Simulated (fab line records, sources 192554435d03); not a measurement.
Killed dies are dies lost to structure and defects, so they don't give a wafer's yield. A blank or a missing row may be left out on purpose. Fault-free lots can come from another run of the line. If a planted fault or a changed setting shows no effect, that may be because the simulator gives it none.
Split-lot trial -- flow n5-finfet -- 7 lots, 21 wafers read, on a route of 1938 steps

THE SPLIT ITSELF
At N5_BEOL_M12_TRENCH_ETCH_34 (etches SiOC in C4F8/O2/Ar, target depth 318.95 nm, time 125.5 s), the setting time-s was moved away from the recipe's 125.5 s on 9 of the 21 wafers read, by -18.0% to +21.4%. This setting was run at the recipe's value on the other wafers.

FROM THE SPLIT TO THE READING: what the file shows between them, 10 steps
- N5_BEOL_M12_STRIP_70: strips in C4F8/O2/Ar
- N5_BEOL_M12_OCD_MEAS_35
- N5_BEOL_M12_STRIP_37: strips in N2/H2
- N5_BEOL_M12_ETCH_38: etches SiCN in CF4/N2, target depth 68.7 nm, time 73.4 s
- N5_BEOL_M12_ECD_47: material Cu, target thk 720 nm
- N5_BEOL_M12_ANNEAL_48: time 90 s
- N5_BEOL_M12_CMP_49: polishes, stops on SiOC, t overpolish 20.6 s, target thk 320 nm
- N5_BEOL_M12_THK_MEAS_50: measures by xrf
- N5_BEOL_M12_PRE_CLEAN_52: time 15 s
- N5_BEOL_M12_DEP_53: deposits SiCN from 3MS/NH3, target thk 30 nm, time 10.5 s

THE READING
M12_RS (ohm/sq), read at N5_BEOL_M12_RS_MEAS_54 with a four-point probe. On this fab line, fault-free wafers typically give 0.0603 ohm/sq with a standard deviation of 0.0013 ohm/sq.

wafer,"tool, chamber at the split","time-s as run, s",against the recipe,"M12_RS, ohm/sq",against lot-mates on the recipe
L075.1,"rie-diel-05, 1",125.5,recipe,0.0594,-
L075.3,"rie-diel-05, 0",125.5,recipe,0.0621,-
L075.4,"rie-diel-05, 1",125.5,recipe,0.0599,-
L084.3,"rie-diel-01, 2",125.5,recipe,0.0609,-
L084.4,"rie-diel-01, 0",125.5,recipe,0.0604,-
L084.6,"rie-diel-01, 2",125.5,recipe,0.0610,-
L083.1,"rie-diel-01, 3",116.1,-7.5%,0.0627,+0.0021
L083.2,"rie-diel-01, 0",116.1,-7.5%,0.0651,+0.0045
L083.6,"rie-diel-01, 2",125.5,recipe,0.0606,-
L089.1,"rie-diel-06, 1",125.5,recipe,0.0596,-
L089.2,"rie-diel-06, 2",125.5,recipe,0.0614,-
L089.4,"rie-diel-06, 0",152.4,+21.4%,0.0515,-0.0090
L091.4,"rie-diel-01, 1",102.9,-18.0%,0.0765,+0.0184
L091.5,"rie-diel-01, 2",102.9,-18.0%,0.0747,+0.0166
L091.6,"rie-diel-01, 3",125.5,recipe,0.0581,-
L095.3,"rie-diel-01, 2",116.5,-7.2%,0.0653,+0.0030
L095.4,"rie-diel-01, 1",116.5,-7.2%,0.0678,+0.0055
L095.5,"rie-diel-01, 1",125.5,recipe,0.0623,-
L097.2,"rie-diel-01, 3",144,+14.7%,0.0511,-0.0083
L097.4,"rie-diel-01, 0",125.5,recipe,0.0594,-
L097.5,"rie-diel-01, 1",144,+14.7%,0.0539,-0.0055

THE FIT
A straight line over all 21 wafers: M12_RS changes by -0.000626 ohm/sq for each +1% of time-s; r = -0.95; the points scatter about the line by 0.002 ohm/sq.
The same after taking each lot's own level away (the mean of its wafers on the recipe; 21 wafers): -0.00064 ohm/sq for each +1%; r = -0.93; scatter 0.0024 ohm/sq.
On that fit, the largest move of time-s shifts the reading by 0.014 ohm/sq.
From 0.05810 to 0.06230 ohm/sq: that is the span of the lots' own levels, equal to 3.2 times the standard deviation above.
Consequently the slope shifts little with the lot-to-lot level, the two slopes agreeing.
Check: for one of the wafers moved furthest among these (+21.4%), held out of the fit, the line's prediction against its lot-mates is -0.0147 ohm/sq. Against them it came out at -0.009 ohm/sq.

THE WHOLE CHAIN: every reading that the file lists as answering this split, in the file's order
step,what it does,reading,change (the file's fit),r (the file's)
N5_BEOL_M12_TRENCH_ETCH_34,"etches SiOC in C4F8/O2/Ar, target depth 318.95 nm, time 125.5 s","etch.depth-nm (the simulator's own value, which no gauge read)",+3.03 nm for each +1% of the setting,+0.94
N5_BEOL_M12_OCD_MEAS_35,,trench-depth-nm,+3.03 nm for each +1% of the setting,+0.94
N5_BEOL_M12_CMP_49,"polishes, stops on SiOC, t overpolish 20.6 s, target thk 320 nm","Cu_of_BEOL_M12_ECD_47.thk-nm (the simulator's own value, which no gauge read)",+3 nm for each +1% of the setting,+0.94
N5_BEOL_M12_THK_MEAS_50,measures by xrf,M12_THK,+3.1 for each +1% of the setting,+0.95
N5_BEOL_M12_RS_MEAS_54,measures by four-point-probe,M12_RS,-0.000601 for each +1% of the setting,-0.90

FILE'S OWN FIT
M12_RS changes by -0.000601 ohm/sq for each +1% of time-s, r = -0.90.
